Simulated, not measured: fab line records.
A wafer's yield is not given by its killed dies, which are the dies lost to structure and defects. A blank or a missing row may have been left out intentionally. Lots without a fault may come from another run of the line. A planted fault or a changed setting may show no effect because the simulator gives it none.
Split-lot experiment ; flow n5 finfet ; 7 lots, 39 wafers read, on a route of 1938 steps

== SPLIT DETAILS ==
At N5_HKMG_FIN_ETCH_55 (etches SOC in N2/H2, target depth 240 nm, time 300 s), the setting bias w was moved away from the recipe's 150 W on 12 of the 39 wafers read, by -18.6% to +18.5%. All remaining wafers had this setting at the recipe value.

The reading is taken at the split's own step.

== THE READING ==
rf vpp V, in V, at N5_HKMG_FIN_ETCH_55 (etches SOC in N2/H2, target depth 240 nm, time 300 s). Typical for fault-free wafers on this fab line: 523.5 V, with standard deviation 2.3 V.

wafer;tool, chamber at the split;bias w as run, W;against the recipe;rf vpp V, V;against lot-mates on the recipe
L079.1;rie diel-01, 3;150;recipe;523.1;-
L079.3;rie diel-01, 1;150;recipe;522.4;-
L079.5;rie diel-01, 1;150;recipe;523.7;-
L082.1;rie diel-01, 3;122.1;-18.6%;460.8;-61.4
L082.2;rie diel-01, 1;150;recipe;522.1;-
L082.3;rie diel-01, 2;122.1;-18.6%;461.5;-60.7
L082.4;rie diel-01, 0;150;recipe;522.3;-
L082.5;rie diel-01, 2;122.1;-18.6%;461.6;-60.6
L082.6;rie diel-01, 3;150;recipe;522.2;-
L083.1;rie diel-01, 3;167.3;+11.5%;561.5;+36.8
L083.2;rie diel-01, 2;150;recipe;526.2;-
L083.3;rie diel-01, 1;167.3;+11.5%;561.1;+36.4
L083.4;rie diel-01, 0;150;recipe;522.9;-
L083.5;rie diel-01, 2;150;recipe;525.0;-
L083.6;rie diel-01, 1;167.3;+11.5%;560.6;+35.9
L085.1;rie diel-03, 3;150;recipe;523.0;-
L085.2;rie diel-03, 0;172.5;+15.0%;572.4;+47.3
L085.3;rie diel-03, 2;150;recipe;526.1;-
L085.4;rie diel-03, 1;172.5;+15.0%;576.6;+51.5
L085.5;rie diel-03, 3;172.5;+15.0%;571.7;+46.6
L085.6;rie diel-03, 2;150;recipe;526.1;-
L087.1;rie diel-01, 0;150;recipe;522.5;-
L087.2;rie diel-01, 2;177.8;+18.5%;584.4;+60.8
L087.3;rie diel-01, 3;177.8;+18.5%;582.4;+58.8
L087.4;rie diel-01, 3;177.8;+18.5%;583.5;+59.9
L087.5;rie diel-01, 2;150;recipe;525.2;-
L087.6;rie diel-01, 0;150;recipe;523.0;-
L089.1;rie diel-04, 3;150;recipe;526.3;-
L089.2;rie diel-04, 2;150;recipe;520.3;-
L089.3;rie diel-04, 0;150;recipe;520.4;-
L089.4;rie diel-04, 1;150;recipe;525.3;-
L089.5;rie diel-04, 1;150;recipe;524.4;-
L089.6;rie diel-04, 2;150;recipe;519.6;-
L097.1;rie diel-03, 3;150;recipe;522.6;-
L097.2;rie diel-03, 1;150;recipe;527.7;-
L097.3;rie diel-03, 0;150;recipe;523.8;-
L097.4;rie diel-03, 2;150;recipe;525.9;-
L097.5;rie diel-03, 0;150;recipe;522.7;-
L097.6;rie diel-03, 3;150;recipe;522.5;-

THE FIT
A straight line over all 39 wafers: rf vpp V changes by +3.3 V for each +1% of bias w; r = +1.00; the points scatter about the line by 1.9 V.
The same after taking each lot's own level away (the mean of its wafers on the recipe; 39 wafers): +3.24 V for each +1%; r = +1.00; scatter 1.7 V.
On that fit, the largest move of bias w shifts the reading by 60 V.
Measured against the standard deviation above, the lots' own levels, which go from 522.20 to 525.07 V, span 1.2 times it.
So the lot-to-lot level changes the slope little: the two slopes agree.
Check: for one of the wafers moved furthest among these (-18.6%), held out of the fit, the line's prediction against its lot-mates is -60.2 V. It came out at -61.4 V against them.
Tool readings at the split's step, against how far the setting was moved: rf vpp V r = +1.00.

== ADDITIONAL SPLITS CARRIED BY THESE WAFERS ==
Before the reading, these wafers also passed through other splits. Each is held against what the fit with the lots' levels taken away leaves over:
other split on the same wafers;wafers away from the commonest value;r with rf vpp V (lot level and that fit taken away)
N5_FIN_CUT_CUT_ETCH_15 bias w;as run: not given for these wafers;-
N5_DUMMY_GATE_ETCH_37 source w;15;-0.22
N5_SD_ACTIVATION_LSA_01 temp c;15;-0.29
N5_HKMG_FIN_HK_ALD_01 ald cycles;18;+0.04

== THE WHOLE CHAIN: every reading that the file lists as answering this split, in the file's order ==
step;what it does;reading;change (the file's fit);r (the file's)
N5_HKMG_FIN_ETCH_55;etches SOC in N2/H2, target depth 240 nm, time 300 s;rf vpp V;+3.24 V for each +1% of the setting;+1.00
N5_HKMG_FIN_ETCH_55;etches SOC in N2/H2, target depth 240 nm, time 300 s;etch.depth nm (the simulator's own value, which no gauge read);+1.16 nm for each +1% of the setting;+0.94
N5_HKMG_FIN_ETCH_55;etches SOC in N2/H2, target depth 240 nm, time 300 s;HKMG_FIN.feature depth nm (the simulator's own value, which no gauge read);+1.16 nm for each +1% of the setting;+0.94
N5_HKMG_FIN_ETCH_55;etches SOC in N2/H2, target depth 240 nm, time 300 s;SiARC_of_HKMG_FIN_COAT_42.thk nm (the simulator's own value, which no gauge read);-0.172 nm for each +1% of the setting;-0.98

== FILE'S OWN FIT ==
rf vpp V changes by +3.24 V for each +1% of bias w, r = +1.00.
